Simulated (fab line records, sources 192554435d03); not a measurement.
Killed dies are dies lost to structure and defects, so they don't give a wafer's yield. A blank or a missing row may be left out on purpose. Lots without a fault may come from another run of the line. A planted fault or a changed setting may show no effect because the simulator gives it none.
A struck lot beside a sound one | flow n5_finfet | 15 steps out of a route of 1938
Sound: wafers L492.1, L492.4, L492.6. Struck: wafer L501.1. (L501.3, L501.4 of the same lot were not struck and are left out.) The cause comes at the end.
At each step with rows: each side's tool, then ch and its chambers, then its first start. Under that, the readings that differ: sound wafers | struck wafers | difference of the means | sigmas: that difference in standard deviations of wafers without a fault.
alike: readings whose means differ by less than 2 such deviations, and words and numbers that are the same on both sides. not compared: withheld readings, readings that some wafer has no value for, bounds like >300 that may hide the same value, and numbers for which the record gives no deviation and whose values overlap.
The two part at a step that has a row with sigmas, a row that says differs or no value, or rows on one side only. Numbers that don't overlap but have no deviation are shown without sigmas and don't part them. A reading that every wafer of one side lacks parts them only if that side has two wafers or more.

first, 7 steps without rows for these wafers: N5_BEOL_M8_COAT_71 (time 60 s, resist thk 5 nm); N5_BEOL_M8_COAT_22 (resist thk 30 nm); N5_BEOL_M8_EBR_24; N5_BEOL_M8_SOFTBAKE_23 (time 60 s); N5_BEOL_M8_EXPOSE_25 (exposes mask V7, target cd 40 nm); N5_BEOL_M8_PEB_26 (peb time 60 s); N5_BEOL_M8_DEVELOP_27 (develop time 30 s).
N5_BEOL_M8_CD_MEAS_28: target cd 40 nm.
  sound on cd_sem-02 ch 0, day 10 19:14; struck on cd_sem-01 ch 0, day 12 20:13
  alike: cd_nm
N5_BEOL_M8_OVL_MEAS_29:
  sound on overlay-02 ch 0, day 10 19:16; struck on overlay-01 ch 0, day 12 20:14
  reading     | sound         | struck | difference | sigmas
  V7_OVL (nm) | -0.6 0.3 -0.9 | 0.9    | +1.3       | +2
N5_BEOL_M8_INSPECT_30: inspects for defects (brightfield).
  sound on defect_inspect-02, day 10 19:19; struck on defect_inspect-01, day 12 20:18
  alike: raw_defect_count
N5_BEOL_M8_DESCUM_33: chemistry O2, time 7 s.
  sound on rie_diel-04 ch 0,3, day 10 19:22; struck on rie_diel-01 ch 2, day 12 20:21
  alike: drypump_motor_current_A, oes_product_au, rf_vpp_V, showerhead_plenum_p_Torr, throttle_valve_pct
  not compared: rf_hours_counter_h
N5_BEOL_M8_ETCH_72: etches underlayer in N2/H2, target depth 6.5 nm, time 5.2 s.
  sound on rie_diel-04 ch 0,3, day 10 19:23; struck on rie_diel-01 ch 2, day 12 20:23
  reading                | sound          | struck | difference | sigmas
  throttle_valve_pct (%) | 17.7 17.8 17.6 | 18.4   | +0.7       | +2
  alike: drypump_motor_current_A, etch_rf_on_time_s, oes_product_au, rf_vpp_V, showerhead_plenum_p_Torr
  not compared: rf_hours_counter_h
N5_BEOL_M8_ETCH_65: etches SiARC in CF4, target depth 15.6 nm, time 26 s.
  sound on rie_diel-04 ch 0,3, day 10 19:25; struck on rie_diel-01 ch 2, day 12 20:25
  reading               | sound          | struck | difference | sigmas
  etch_rf_on_time_s (s) | 26.7 24.6 26.7 | 19.3   | -6.7       | -8
  alike: drypump_motor_current_A, oes_product_au, rf_vpp_V, showerhead_plenum_p_Torr, throttle_valve_pct
  not compared: rf_hours_counter_h
N5_BEOL_M8_ETCH_66: etches SOC in N2/H2, target depth 80 nm, overetch 16 nm, time 120 s.
  sound on rie_diel-04 ch 0,3, day 10 19:26; struck on rie_diel-01 ch 2, day 12 20:26
  reading                | sound          | struck | difference | sigmas
  throttle_valve_pct (%) | 17.6 17.7 17.6 | 18.3   | +0.7       | +2
  alike: drypump_motor_current_A, oes_product_au, rf_vpp_V, showerhead_plenum_p_Torr
  not compared: rf_hours_counter_h
N5_PASSIVATION_PROBE_49:
  the record has rows for the sound wafers here (prober-01, day 13 13:12) and none for the struck ones

WHERE THEY PART
First at N5_BEOL_M8_OVL_MEAS_29; last, within this record, at N5_PASSIVATION_PROBE_49.

WHY: what the simulator had put in
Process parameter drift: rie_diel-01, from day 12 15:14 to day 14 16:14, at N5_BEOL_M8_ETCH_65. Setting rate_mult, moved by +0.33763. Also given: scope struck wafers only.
